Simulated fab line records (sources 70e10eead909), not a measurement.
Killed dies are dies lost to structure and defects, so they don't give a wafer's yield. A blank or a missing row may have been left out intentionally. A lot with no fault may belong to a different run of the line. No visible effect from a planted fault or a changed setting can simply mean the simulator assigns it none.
Matching of chambers :: flow nand harc :: NHARC_A_STAIRCASE_TRIM_229 on rie diel-08 has 4 sister chambers
The step chemistry O2, time 211.2 s. 4 wafers are shown with their chamber, then 7 later ones without.

== WAFERS PAIRED WITH THEIR CHAMBERS ==
wafer: L087.2
chamber: 1
drypump motor current A (A): 5.2

wafer: L087.3
chamber: 2
drypump motor current A (A): 5.7

wafer: L089.2
chamber: 0
drypump motor current A (A): 5.5

wafer: L089.4
chamber: 3
drypump motor current A (A): 6.0

== WAFERS WITH NO CHAMBER GIVEN ==
wafer: L089.5
drypump motor current A (A): 6.0

wafer: L091.3
drypump motor current A (A): 5.2

wafer: L091.4
drypump motor current A (A): 5.6

wafer: L091.6
drypump motor current A (A): 6.0

wafer: L096.1
drypump motor current A (A): 5.2

wafer: L096.4
drypump motor current A (A): 6.0

wafer: L096.6
drypump motor current A (A): 5.2

== EACH ONE'S CHAMBER ==
wafer: L089.5
from the rows above: 3
in truth: 3

wafer: L091.3
from the rows above: 1
in truth: 1

wafer: L091.4
from the rows above: can't be placed: 0 or 2
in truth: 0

wafer: L091.6
from the rows above: 3
in truth: 3

wafer: L096.1
from the rows above: 1
in truth: 1

wafer: L096.4
from the rows above: 3
in truth: 3

wafer: L096.6
from the rows above: 1
in truth: 1
Correctly placed: 6 of 7. Cannot be placed on the basis of these rows: 1; the candidates contain the true chamber in 1. Wrongly placed: 0.
How it was worked out, from the rows above alone: a wafer's distance from a chamber is the root of the sum, over the readings, of the square of ((its reading less the chamber's mean) divided by the reading's scatter). The wafer belongs to the nearest chamber; if the next one is less than 2 further off, it can't be placed. Each chamber's mean is taken over the wafers shown for it. The scatter: with one shown wafer a chamber, the root of the mean of the squares of how far each hidden wafer lies from its nearest shown one.
